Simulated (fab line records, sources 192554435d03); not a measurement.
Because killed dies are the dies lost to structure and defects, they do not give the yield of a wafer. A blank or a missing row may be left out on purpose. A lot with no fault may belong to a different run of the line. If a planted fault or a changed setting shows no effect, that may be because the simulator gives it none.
Comparing a struck lot with a sound one | flow n5Finfet | 17 steps out of a route of 1938
Sound: wafers L758.2, L758.5, L758.6. Wafers L753.1, L753.3, L753.5 were the ones struck. The cause is named last.
At each step with rows: each side's tool, then ch and its chambers, then its first start. Under that, the readings that differ: sound wafers | struck wafers | difference of the means | sigmas: that difference in standard deviations of wafers without a fault.
alike: same words and numbers on both sides, and readings whose means sit less than 2 such deviations apart. not compared: any withheld reading, any reading some wafer has no value for, any bound like >300 that may hide the same value, and any number with overlapping values for which the record gives no deviation.
Wherever a step has rows on one side only, a row that says differs or no value, or a row with sigmas, the two part there. When numbers do not overlap yet have no deviation, they are printed without sigmas and do not part them. A reading that every wafer of one side lacks parts them only if that side has two wafers or more.

first, 11 steps without rows for these wafers: N5_MOL_CONTACT_COAG_VIA_ETCH_117 (etches SiO2 in C4F6/O2, target depth 40 nm, overetch 8 nm, time 26 s); N5_MOL_CONTACT_COAG_ETCH_124 (etches SiNx in CH3F/O2, stops on SiOC, target depth 6.5 nm); N5_MOL_CONTACT_COAG_ETCH_48 (etches SiOC in C4F6/O2, target depth 15 nm, overetch 4.5 nm, time 17 s); N5_MOL_CONTACT_COAG_STRIP_72 (strips in N2/H2); N5_MOL_CONTACT_COAG_STRIP_49 (strips in N2/H2, time 30 s); N5_MOL_CONTACT_COAG_PRECLEAN_138 (cleans in alkaline clean, time 60 s); N5_MOL_CONTACT_COAG_SRD_139 (time 30 s); N5_MOL_CONTACT_COAG_PRE_CLEAN_121; N5_MOL_CONTACT_COAG_CVD_140 (deposits W, target thk 66.5 nm, time 215 s); N5_MOL_CONTACT_COAG_PRECLEAN_127 (cleans in DIW, time 57.5 s); N5_MOL_CONTACT_COAG_SRD_128 (dry time 32 s).
N5_MOL_CONTACT_COAG_CMP_52: polishes, stops on SiO2, t overpolish 1.5 s, target thk 66.5 nm.
  sound on cmp-02 ch 0,2,3, day 7 06:10; struck on cmp-03 ch 0,2, day 6 00:31
  no value came back on the struck wafers for any of 5 readings (edgeZonePressureFrac, headPressurePsi (psi) and others); on the sound wafers edgeZonePressureFrac reads 1.003 1.012 1.003
N5_MOL_CONTACT_COAG_THK_MEAS_53:
  sound on filmMetro-02 at day 7 06:23; struck on filmMetro-02 at day 6 00:48
reading          | sound          | struck | difference                    | sigmas
VIA_MOL_THK (nm) | 43.4 43.8 44.3 | - - -  | no value on the struck wafers | 
then, 1 step without rows for these wafers: N5_MOL_CONTACT_COAG_ANNEAL_112 (time 1800 s).
N5_MOL_CONTACT_COAG_INSPECT_97: inspects for defects (darkfield).
  sound on defectInspect-02 at day 7 09:28; struck on defectInspect-02 at day 6 03:51
reading        | sound    | struck         | difference | sigmas
rawDefectCount | 22 41 26 | 1312 1286 1356 | +1288      | +54
N5_BEOL_M4_RC_MEAS_101:
  the record has rows for the sound wafers here (prober-01 ch 0, day 11 02:07) and none for the struck ones
-- a jump in the record: the struck wafers' starts before and after are 8 days apart (it breaks off in module BEOL_M4 and resumes in module PASSIVATION, where the first step shown is number 1936 of the route) --
N5_PASSIVATION_PROBE_49:
  sound on prober-01 at day 15 21:50; struck on prober-01 at day 14 00:50
reading                | sound | struck         | difference | sigmas
defectLimitedYield (%) | 92.8  | 0 0 0          | -93        | -71
killedAtContacts       | 17    | 1117 1095 1110 | +1090      | +99 or more
killedDies             | 85    | 1180 1180 1180 | +1095      | +73
killedOnRim            | 9     | 152 152 152    | +143       | +36
sortNPass              | 1095  | 0 0 0          | -1095      | -73
sortYieldPct (%)       | 92.8  | 0 0 0          | -93        | -71
  alike: killed_at_M0_to_M3, killed_at_M4_up, killedAtFrontEnd, killedAtOther, killedOpen, killedShort, sort_bin_5_function, sort_bin_6_memory

WHERE THEY PART
At N5_MOL_CONTACT_COAG_CMP_52 first; at N5_PASSIVATION_PROBE_49 last (within this record only).

WHY: what had been put in by the simulator
Beginning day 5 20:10, the whole step at N5_MOL_CONTACT_COAG_CMP_52 was skipped on cmp-03. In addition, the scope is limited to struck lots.
